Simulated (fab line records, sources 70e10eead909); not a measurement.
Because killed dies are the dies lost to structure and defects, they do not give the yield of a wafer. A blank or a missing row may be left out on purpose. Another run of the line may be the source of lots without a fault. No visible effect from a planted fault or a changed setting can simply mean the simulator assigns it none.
fab line records	flow nand-harc
[record] lots = 5	wafers = 15	last-day = 33
route steps=1302 shown A_STAIRCASE@694 END@1302
lots that met no fault: taken from a fault-free run of the same line
start-h: the number of hours between the record's first day and the start of the first shown wafer of the lot	wait-h: how many hours have passed since the lot's step before this one	" as in the row above	L1.1+2: a row that stands for several wafers	- either no value or no given start	* or withheld: withheld	< > ~ a bound
route shown NAME@n: a module of which the file shows steps, and the number in the route of the first	usual: mean and standard deviation over wafers with no fault	same: alike in all rows	chamber/n: place in a boat	sites: readings site by site	_std_site: standard deviation across them	_edge_site: mean of outer sites minus mean of inner sites	radius-mm: for every site, how far away it sits from the centre of the wafer	mask NAME#n: copy n	behind: the tool/chamber that last shaped the wafer	hold: why the lot was held/for how many hours/how that ended	device: which transistor (n, p or np) failed to switch	end of line: tests of these same wafers at the route's end	a step with no rows: only its recipe	killed: not the wafer's yield, but the dies lost to structure and defects at the first sort	map: a wafer's dies, x killed, . not, _ none there
set.NAME: setting as actually run; set.NAME@STEP: the setting as run at that earlier step	model.NAME: the simulator's own value behind a step, which no gauge read
lots seen at some steps along the route; tables by step, rows by wafer
services: when a tool's chamber went out of use (start-h, in hours from the record's first day, below 0 if earlier), for how many hours, and the reason
[[steps]]
[step NHARC_A_STAIRCASE_EBR_180]
[step NHARC_A_STAIRCASE_EXPOSE_181]
[recipe] na = 0.5	dose-mj = 27.87	mask-id = STAIR_2
[step NHARC_A_STAIRCASE_PEB_182]
[recipe] peb-temp-c = 115	peb-time-s = 130
[step NHARC_A_STAIRCASE_DEVELOP_183]
[recipe] time-s = 140
[step NHARC_A_STAIRCASE_HARDBAKE_185]
[recipe] temp-c = 120	time-s = 140
[step NHARC_A_STAIRCASE_DESCUM_186]
[recipe] time-s = 3	o2-flow-sccm = 200	ar-flow-sccm = 0	bias-power-w = 0	chemistry = O2
[usual] drypump-motor-current-A = 5.80/0.23	oes-product-au = 1.002/0.017	rf-vpp-V = 57.8/0.89	showerhead-plenum-p-Torr = 1.90/0.06	throttle-valve-pct = 11.311/0.0095
lot.wafer	tool	chamber	start-h	wait-h	drypump-motor-current-A	oes-product-au	rf-hours-counter-h	rf-vpp-V	showerhead-plenum-p-Torr	throttle-valve-pct
L408.2	rie-diel-12	3	360.30	-	5.59	0.989	25	59.2	1.82	11.297
L408.3	"	0	"	"	5.86	1.019	28	57.1	1.85	11.308
L408.4	"	1	"	"	5.83	1.005	28	57.8	1.92	11.300
L409.2	rie-diel-04	1	373.23	-	5.59	1.014	4	59.0	1.96	11.297
L409.4	"	3	"	"	5.55	1.014	5	59.3	1.89	11.317
L409.5	"	2	"	"	6.28	1.010	-	59.9	2.02	11.324
L423.3	rie-diel-12	3	522.09	-	5.59	0.963	19	57.6	1.81	11.321
L423.4	"	1	"	"	5.83	1.007	21	56.7	1.91	11.315
L423.6	"	3	"	"	5.59	0.970	-	57.0	1.81	11.314
L426.2	rie-diel-04	0	542.57	-	5.95	1.012	1	58.1	1.92	11.326
L426.4	"	1	"	"	5.59	1.013	1	58.4	1.95	11.314
L426.6	"	2	"	"	6.27	1.024	-	57.3	2.00	11.304
L430.1	rie-diel-12	3	580.13	-	5.58	0.972	34	56.8	1.80	11.306
L430.2	"	1	"	"	5.85	1.011	43	57.6	1.90	11.312
L430.3	"	2	"	"	5.79	0.967	40	57.4	1.90	11.300
[step NHARC_A_STAIRCASE_TRIM_187]
[recipe] time-s = 211.2	o2-flow-sccm = 500	ar-flow-sccm = 0	bias-w = 0	chemistry = O2
[usual] drypump-motor-current-A = 5.81/0.23	oes-product-au = 1.003/0.015	rf-vpp-V = 57.6/0.78	showerhead-plenum-p-Torr = 3.50/0.1	throttle-valve-pct = 17.035/0.0092
lot.wafer	tool	chamber	start-h	wait-h	drypump-motor-current-A	oes-product-au	rf-hours-counter-h	rf-vpp-V	showerhead-plenum-p-Torr	throttle-valve-pct
L408.4	rie-diel-12	0	360.39	0.1	5.85	1.009	28	57.2	3.42	17.026
L408.3	"	1	"	"	5.84	1.008	28	58.1	3.54	17.042
L408.2	"	2	"	"	5.82	0.997	19	57.6	3.54	17.029
L409.2	rie-diel-04	3	373.32	0.1	5.54	1.003	5	57.0	3.48	17.061
L409.4	"	1	"	"	5.57	0.992	4	57.6	3.62	17.035
L409.5	"	0	"	"	5.95	1.008	-	58.0	3.56	17.035
L423.4	rie-diel-12	1	522.20	0.1	5.84	1.005	22	57.2	3.51	17.035
L423.3	"	2	"	"	5.79	0.970	20	57.7	3.51	17.050
L423.6	"	0	"	"	5.84	0.990	-	56.1	3.39	17.060
L426.2	rie-diel-04	0	543.14	0.6	5.94	1.009	2	57.1	3.53	17.038
L426.4	"	1	"	"	5.62	1.006	1	57.1	3.59	17.040
L426.6	"	3	"	"	5.53	1.014	-	58.4	3.45	17.026
L430.2	rie-diel-12	3	580.23	0.1	5.61	0.973	34	56.5	3.34	17.036
L430.3	"	1	"	"	5.82	1.017	43	58.0	3.50	17.029
L430.1	"	2	"	"	5.81	0.974	41	58.0	3.50	17.025
[step NHARC_A_STAIRCASE_ETCH_188]
[recipe] target-depth-a = 1000	time-s = 40.5	ion-energy-ev = 400	c4f8-flow-sccm = 20	o2-flow-sccm = 10	ar-flow-sccm = withheld	rf-w = 600	bias-w = 1000	chemistry = C4F8/O2
[usual] oes-product-au = 0.948/0.018	rf-vpp-V = 895/3.6	run-length-s = 61.7/0.49
lot.wafer	tool	chamber	start-h	wait-h	oes-product-au	rf-hours-counter-h	rf-vpp-V	run-length-s
L408.4	rie-diel-12	1	-	-	0.966	28	897	61.3
L408.3	"	3	"	"	0.919	25	889	62.2
L408.2	"	0	"	"	0.962	28	892	61.1
L409.4	rie-diel-04	1	-	-	0.944	4	900	61.1
L409.2	"	3	"	"	0.972	5	895	60.9
L409.5	"	0	"	"	0.973	-	898	61.6
L423.3	rie-diel-12	2	-	-	0.953	20	895	62.4
L423.4	"	3	"	"	0.916	19	889	62.6
L423.6	"	1	"	"	0.975	-	895	61.2
L426.2	rie-diel-04	3	-	-	0.952	1	894	61.4
L426.4	"	0	"	"	0.950	2	896	61.8
L426.6	"	1	"	"	0.947	-	898	61.2
L430.2	rie-diel-12	2	-	-	0.888	41	895	62.5
L430.3	"	3	"	"	0.896	34	888	62.3
L430.1	"	1	"	"	0.927	43	896	61.3
[step NHARC_A_STAIRCASE_TRIM_189]
[recipe] time-s = 211.2	o2-flow-sccm = 500	ar-flow-sccm = 0	bias-w = 0	chemistry = O2
[usual] drypump-motor-current-A = 5.81/0.23	oes-product-au = 1.003/0.015	rf-vpp-V = 57.7/0.82	showerhead-plenum-p-Torr = 3.50/0.11	throttle-valve-pct = 17.036/0.0091
lot.wafer	tool	chamber	start-h	wait-h	drypump-motor-current-A	oes-product-au	rf-hours-counter-h	rf-vpp-V	showerhead-plenum-p-Torr	throttle-valve-pct
L408.4	rie-diel-12	3	-	-	5.60	0.977	25	57.0	3.37	17.025
L408.2	"	0	"	"	5.87	1.026	28	57.5	3.42	17.027
L408.3	"	2	"	"	5.81	0.998	19	57.3	3.54	17.056
L409.4	rie-diel-04	2	-	-	6.22	1.007	5	57.4	3.71	17.042
L409.2	"	1	"	"	5.62	1.000	4	56.4	3.62	17.049
L409.5	"	2	"	"	6.20	1.012	-	58.0	3.71	17.033
L423.3	rie-diel-12	3	-	-	5.61	0.974	19	55.8	3.34	17.033
L423.4	"	0	"	"	5.86	1.005	20	58.3	3.39	17.029
L423.6	"	3	"	"	5.60	0.974	-	57.7	3.34	17.043
L426.4	rie-diel-04	3	-	-	5.54	1.031	2	58.0	3.45	17.044
L426.2	"	1	"	"	5.61	1.004	1	57.7	3.59	17.025
L426.6	"	3	"	"	5.57	1.024	-	58.5	3.45	17.035
L430.2	rie-diel-12	1	-	-	5.83	1.013	43	57.5	3.50	17.018
L430.3	"	2	"	"	5.80	0.976	41	57.9	3.50	17.028
L430.1	"	3	"	"	5.59	0.978	34	57.9	3.33	17.032
[step NHARC_A_STAIRCASE_ETCH_190]
[recipe] target-depth-a = 1000	time-s = 40.5	ion-energy-ev = 400	c4f8-flow-sccm = 20	o2-flow-sccm = 10	ar-flow-sccm = withheld	rf-w = 600	bias-w = 1000	chemistry = C4F8/O2
[step NHARC_A_STAIRCASE_TRIM_191]
[recipe] time-s = 211.2	o2-flow-sccm = 500	ar-flow-sccm = 0	bias-w = 0	chemistry = O2
[usual] drypump-motor-current-A = 5.81/0.23	oes-product-au = 1.002/0.016	rf-vpp-V = 57.8/0.84	showerhead-plenum-p-Torr = 3.50/0.11	throttle-valve-pct = 17.036/0.0088
lot.wafer	tool	chamber	start-h	wait-h	drypump-motor-current-A	oes-product-au	rf-hours-counter-h	rf-vpp-V	showerhead-plenum-p-Torr	throttle-valve-pct
L408.2	rie-diel-12	1	-	-	5.81	1.019	28	58.8	3.54	17.019
L408.4	"	2	"	"	5.77	0.993	20	57.6	3.54	17.030
L408.3	"	0	"	"	5.83	1.018	28	58.9	3.42	17.037
L409.2	rie-diel-04	2	-	-	6.23	1.008	5	59.1	3.71	17.029
L409.4	"	1	"	"	5.60	0.985	4	57.2	3.62	17.020
L409.5	"	3	"	"	5.54	1.013	-	57.9	3.48	17.044
L423.3	rie-diel-12	0	-	-	5.85	0.998	20	56.8	3.39	17.028
L423.4	"	0	"	"	5.83	1.009	-	58.7	3.39	17.037
L423.6	"	2	"	"	5.82	0.980	-	57.5	3.51	17.036
L426.2	rie-diel-04	1	-	-	5.62	1.002	1	57.5	3.59	17.035
L426.4	"	2	"	"	6.20	1.017	1	59.4	3.68	17.038
L426.6	"	1	"	"	5.59	0.997	-	58.5	3.59	17.038
L430.3	rie-diel-12	2	-	-	5.83	0.986	41	58.2	3.50	17.040
L430.1	"	3	"	"	5.60	0.971	35	56.7	3.34	17.037
L430.2	"	1	"	"	5.83	1.018	43	58.6	3.50	17.047
[step NHARC_A_STAIRCASE_ETCH_192]
[recipe] target-depth-a = 1000	time-s = 40.5	ion-energy-ev = 400	c4f8-flow-sccm = 20	o2-flow-sccm = 10	ar-flow-sccm = withheld	rf-w = 600	bias-w = 1000	chemistry = C4F8/O2
[usual] oes-product-au = 0.947/0.017	rf-vpp-V = 895/4	run-length-s = 61.7/0.47
lot.wafer	tool	chamber	start-h	wait-h	oes-product-au	rf-hours-counter-h	rf-vpp-V	run-length-s
L408.3	rie-diel-12	2	360.99	-	0.941	20	897	62.4
L408.2	"	3	"	"	0.928	25	890	61.9
L408.4	"	0	"	"	0.959	29	893	61.1
L409.2	rie-diel-04	3	373.94	-	0.947	6	895	61.2
L409.4	"	1	"	"	0.951	4	901	61.2
L409.5	"	3	"	"	0.948	-	893	61.3
L423.3	rie-diel-12	3	522.85	-	0.914	19	890	62.2
L423.4	"	0	"	"	0.946	-	891	61.3
L423.6	"	2	"	"	0.917	-	895	62.4
L426.2	rie-diel-04	0	544.03	-	0.950	2	896	43.9
L426.4	"	1	"	"	0.954	2	898	61.1
L426.6	"	3	"	"	0.964	-	893	61.0
L430.1	rie-diel-12	2	581.48	-	0.912	41	895	62.5
L430.2	"	3	"	"	0.917	35	889	62.4
L430.3	"	1	"	"	0.956	43	896	61.3
[step NHARC_A_STAIRCASE_TRIM_193]
[recipe] time-s = 211.2	o2-flow-sccm = 500	ar-flow-sccm = 0	bias-w = 0	chemistry = O2
[step NHARC_END_SORT_01]
[recipe] temp-c = 25
[usual] killed-at-array = 52/19	killed-at-other = 1.0/1.2	killed-at-periphery = 4.1/2.8	killed-dies = 57/19	killed-open = 3.1/1.7	killed-short = 2.5/1.5
[same] gross-dies = 677
lot.wafer	tool	chamber	start-h	wait-h	hold	killed-at-array	killed-at-other	killed-at-periphery	killed-dies	killed-open	killed-short
L408.2	prober-01	0	562.83	2.8	-	44	0	2	46	1	3
L408.3	prober-01	0	563.65	3.1	-	67	0	4	71	4	2
L408.4	prober-01	0	564.46	3.4	-	44	0	5	49	6	3
L409.2	prober-01	0	575.95	2.8	-	74	1	2	77	1	1
L409.4	prober-01	0	577.54	3.4	-	83	2	2	87	2	2
L409.5	prober-01	0	578.33	3.7	-	88	1	3	92	1	5
L423.3	prober-01	0	719.97	3.1	-	57	1	5	63	1	2
L423.4	prober-01	0	720.78	3.4	-	58	1	1	60	1	3
L423.6	prober-01	0	722.38	4.0	-	64	0	2	66	1	3
L426.2	prober-01	0	750.10	2.8	await-dispo/2.7h/release	675	0	2	677	2	1
L426.4	prober-01	0	751.68	3.4	await-dispo/2.7h/release	58	1	3	62	4	2
L426.6	prober-01	0	753.27	4.0	await-dispo/2.7h/release	69	0	0	69	6	4
L430.1	prober-01	0	785.33	2.5	-	62	0	6	68	2	2
L430.2	prober-01	0	786.13	2.8	-	67	0	7	74	0	5
L430.3	prober-01	0	786.93	3.1	-	30	0	9	39	2	5
// killed by level:class
L408.2 A_CHANNEL_HOLE_D1:chamber-film-flake=17 A_CHANNEL_HOLE_D2:chamber-film-flake=15 A_STAIRCASE:chamber-film-flake=4 A_CHANNEL_FILL_D1:chamber-film-flake=3 P_CONTACT:geometric-particle:short=2 A_CONTACT:chamber-film-flake=2 A_ONON_D1:geometric-particle:open=1 A_ONON_D2:geometric-particle:short=1
L408.3 A_CHANNEL_HOLE_D1:chamber-film-flake=28 A_CHANNEL_HOLE_D2:chamber-film-flake=25 A_ZERO_WELL:chamber-film-flake=4 A_CHANNEL_FILL_D2:chamber-film-flake=2 A_CONTACT:chamber-film-flake=2 P_GATE:geometric-particle:open=1 A_ONON_D1:geometric-particle:open=1 A_CHANNEL_FILL_D1:geometric-particle:open=1
L408.4 A_CHANNEL_HOLE_D1:chamber-film-flake=14 A_CHANNEL_HOLE_D2:chamber-film-flake=14 A_ZERO_WELL:chamber-film-flake=3 A_STAIRCASE:chamber-film-flake=3 P_ZERO_WELL:chamber-film-flake=2 A_CONTACT:chamber-film-flake=2 P_GATE:geometric-particle:open=1 P_CONTACT:geometric-particle:open=1
L409.2 A_CHANNEL_HOLE_D1:chamber-film-flake=33 A_SLIT:chamber-film-flake=22 A_CHANNEL_HOLE_D2:chamber-film-flake=7 A_CONTACT:chamber-film-flake=7 A_ZERO_WELL:chamber-film-flake=2 A_DECK1_JOINT:geometric-particle:open=1 A_SGD_CUT:geometric-particle:short=1 P_ZERO_WELL:chamber-film-flake=1
L409.4 A_CHANNEL_HOLE_D1:chamber-film-flake=32 A_SLIT:chamber-film-flake=28 A_CONTACT:chamber-film-flake=6 A_CHANNEL_HOLE_D2:chamber-film-flake=4 A_WL_FILL:chamber-film-flake=4 A_STAIRCASE:chamber-film-flake=3 A_SGD_CUT:chamber-film-flake=3 P_GATE:geometric-particle:short=2
L409.5 A_CHANNEL_HOLE_D1:chamber-film-flake=37 A_CHANNEL_HOLE_D2:chamber-film-flake=16 A_SLIT:chamber-film-flake=13 A_CONTACT:chamber-film-flake=9 A_STAIRCASE:chamber-film-flake=3 A_DECK1_JOINT:chamber-film-flake=2 P_M1:geometric-particle:short=1 A_M0:geometric-particle:short=1
L423.3 A_SLIT:chamber-film-flake=35 A_CHANNEL_HOLE_D2:chamber-film-flake=8 A_CONTACT:chamber-film-flake=5 A_WL_FILL:chamber-film-flake=4 P_GATE:chamber-film-flake=2 A_CHANNEL_HOLE_D1:chamber-film-flake=2 P_CONTACT:geometric-particle:short=1 P_M1:geometric-particle:short=1
L423.4 A_CHANNEL_HOLE_D2:chamber-film-flake=22 A_CHANNEL_HOLE_D1:chamber-film-flake=15 A_SLIT:chamber-film-flake=12 A_STAIRCASE:chamber-film-flake=3 A_CONTACT:chamber-film-flake=3 A_ONON_D1:geometric-particle:short=1 A_ONON_D2:geometric-particle:short=1 A_SGD_CUT:geometric-particle:short=1
L423.6 A_CHANNEL_HOLE_D2:chamber-film-flake=34 A_SLIT:chamber-film-flake=11 A_STAIRCASE:chamber-film-flake=6 A_WL_FILL:chamber-film-flake=5 A_CONTACT:chamber-film-flake=3 A_CHANNEL_HOLE_D1:chamber-film-flake=2 P_M0:geometric-particle:short=1 A_ONON_D1:geometric-particle:short=1
L426.2 A_STAIRCASE:area-etch=593 A_CHANNEL_HOLE_D1:chamber-film-flake=34 A_CHANNEL_HOLE_D2:chamber-film-flake=24 A_SLIT:chamber-film-flake=9 A_CONTACT:chamber-film-flake=6 A_ZERO_WELL:chamber-film-flake=3 A_CHANNEL_FILL_D2:chamber-film-flake=2 P_M1:geometric-particle:open=1
L426.4 A_CHANNEL_HOLE_D1:chamber-film-flake=29 A_CHANNEL_HOLE_D2:chamber-film-flake=10 A_CONTACT:chamber-film-flake=6 A_SLIT:chamber-film-flake=5 P_M0:geometric-particle:open=2 A_ZERO_WELL:chamber-film-flake=2 P_M1:geometric-particle:open=1 A_ONON_D1:geometric-particle:short=1
L426.6 A_CHANNEL_HOLE_D1:chamber-film-flake=33 A_CHANNEL_HOLE_D2:chamber-film-flake=8 A_CONTACT:chamber-film-flake=7 A_SLIT:chamber-film-flake=6 A_ZERO_WELL:chamber-film-flake=4 A_M0:geometric-particle:open=3 A_DECK1_JOINT:geometric-particle:short=2 A_DECK1_JOINT:geometric-particle:open=1
L430.1 A_CHANNEL_HOLE_D1:chamber-film-flake=23 A_CHANNEL_HOLE_D2:chamber-film-flake=12 A_CONTACT:chamber-film-flake=10 A_SLIT:chamber-film-flake=7 A_STAIRCASE:chamber-film-flake=5 P_STI:chamber-film-flake=3 P_M1:geometric-particle:open=1 A_SOURCE_PLATE:geometric-particle:open=1
L430.2 A_CHANNEL_HOLE_D2:chamber-film-flake=22 A_SLIT:chamber-film-flake=22 A_CHANNEL_HOLE_D1:chamber-film-flake=6 A_STAIRCASE:chamber-film-flake=5 P_STI:chamber-film-flake=4 A_CONTACT:chamber-film-flake=3 P_CONTACT:geometric-particle:short=2 A_DECK1_JOINT:chamber-film-flake=2
L430.3 A_SLIT:chamber-film-flake=9 A_M1:chamber-film-flake=6 P_STI:chamber-film-flake=5 A_CHANNEL_HOLE_D2:chamber-film-flake=4 A_CHANNEL_HOLE_D1:chamber-film-flake=2 A_CONTACT:chamber-film-flake=2 P_GATE:geometric-particle:open=1 P_CONTACT:geometric-particle:short=1
// map L426.2 (x killed, . not)
____________x____________
_________xxxxxxx_________
_______xxxxxxxxxxx_______
______xxxxxxxxxxxxx______
_____xxxxxxxxxxxxxxx_____
____xxxxxxxxxxxxxxxxx____
____xxxxxxxxxxxxxxxxx____
___xxxxxxxxxxxxxxxxxxx___
___xxxxxxxxxxxxxxxxxxx___
__xxxxxxxxxxxxxxxxxxxxx__
__xxxxxxxxxxxxxxxxxxxxx__
_xxxxxxxxxxxxxxxxxxxxxxx_
_xxxxxxxxxxxxxxxxxxxxxxx_
_xxxxxxxxxxxxxxxxxxxxxxx_
_xxxxxxxxxxxxxxxxxxxxxxx_
_xxxxxxxxxxxxxxxxxxxxxxx_
xxxxxxxxxxxxxxxxxxxxxxxxx
xxxxxxxxxxxxxxxxxxxxxxxxx
xxxxxxxxxxxxxxxxxxxxxxxxx
xxxxxxxxxxxxxxxxxxxxxxxxx
xxxxxxxxxxxxxxxxxxxxxxxxx
_xxxxxxxxxxxxxxxxxxxxxxx_
_xxxxxxxxxxxxxxxxxxxxxxx_
_xxxxxxxxxxxxxxxxxxxxxxx_
_xxxxxxxxxxxxxxxxxxxxxxx_
_xxxxxxxxxxxxxxxxxxxxxxx_
__xxxxxxxxxxxxxxxxxxxxx__
__xxxxxxxxxxxxxxxxxxxxx__
___xxxxxxxxxxxxxxxxxxx___
___xxxxxxxxxxxxxxxxxxx___
____xxxxxxxxxxxxxxxxx____
____xxxxxxxxxxxxxxxxx____
_____xxxxxxxxxxxxxxx_____
______xxxxxxxxxxxxx______
_______xxxxxxxxxxx_______
_________xxxxxxx_________
____________x____________
// map L409.5 (x killed, . not)
____________.____________
_________......._________
_______...xx...x.._______
______.............______
_____............x.._____
____.................____
____.................____
___x..............xx..___
___...................___
__...................x.__
__.....x..........xxxx.__
_..x..xx...........x..x._
_...x.x.............x..._
_.xx..xx...............x_
_x..xxxx...xx..........._
_.x.........x......x...._
.....x.....xx............
.......x..x.xx.....x.....
xx........xxxx..x........
xxx......xxxxxx..........
xx........xxxxx..........
_xx.......xxxx.x........_
_.........xxxxx........._
_.x.......x..x.......x.._
_x.x........x..........._
_x...................x.._
__...........x.........__
__.....................__
___...................___
___......x............___
____.................____
____.................____
_____..............._____
______.....x.......______
_______..........._______
_________.x....._________
____________.____________
[[services]]
tool	chamber	start-h	hours	kind
rie-diel-12	0	353.26	-	clean
rie-diel-12	1	353.26	-	clean
rie-diel-12	2	353.26	-	clean
rie-diel-12	3	353.26	-	clean
rie-diel-04	-	355.26	9.0	pm
rie-diel-12	0	377.79	-	clean
rie-diel-12	1	377.79	-	clean
rie-diel-12	2	377.79	-	clean
rie-diel-12	3	377.79	-	clean
rie-diel-12	0	403.02	-	clean
rie-diel-12	1	403.02	-	clean
rie-diel-12	2	403.02	-	clean
rie-diel-12	3	403.02	-	clean
rie-diel-12	0	428.26	-	clean
rie-diel-12	1	428.26	-	clean
rie-diel-12	2	428.26	-	clean
rie-diel-12	3	428.26	-	clean
rie-diel-12	1	436.89	4.7	repair
rie-diel-12	-	447.69	9.0	pm
rie-diel-12	0	447.69	9.0	vent-cycle
rie-diel-12	1	447.69	9.0	vent-cycle
rie-diel-12	2	447.69	9.0	vent-cycle
rie-diel-04	-	532.26	9.0	pm
rie-diel-12	0	576.81	15.6	repair
[[key]]
[first-sign] step = NHARC_A_STAIRCASE_ETCH_192	reading = run-length-s	direction = down	sigmas = 38	usual = *	struck = *
[effect] step = NHARC_END_SORT_01	reading = killed-dies	direction = up	sigmas = 33	usual = 57	struck = 677
[more-kills-born-at] NHARC_A_STAIRCASE_ETCH_192@rie-diel-04 = 593
met-at NHARC_A_STAIRCASE_ETCH_192
struck-wafers L426.2
later-rows-left-out L426.2
tester-left-out L426
[fault] kind = process-parameter-drift	tool = rie-diel-04	chamber = 0	onset-h = 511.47	steps = NHARC_A_STAIRCASE_ETCH_192	channel = time-s	offset = *	shape = step	end-h = 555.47	acts-in = *	stated = *
// tester-left-out: of these lots the tester's yield and bins aren't shown, on N5 and GAA mostly nor the transistor test; their killed dies are dies lost to structure and defects alone, not to doping, threshold or leakage, so they don't give the yield
// later-rows-left-out: the simulator's readings of these wafers behind a module that went badly wrong aren't trusted and aren't shown, but for the sort
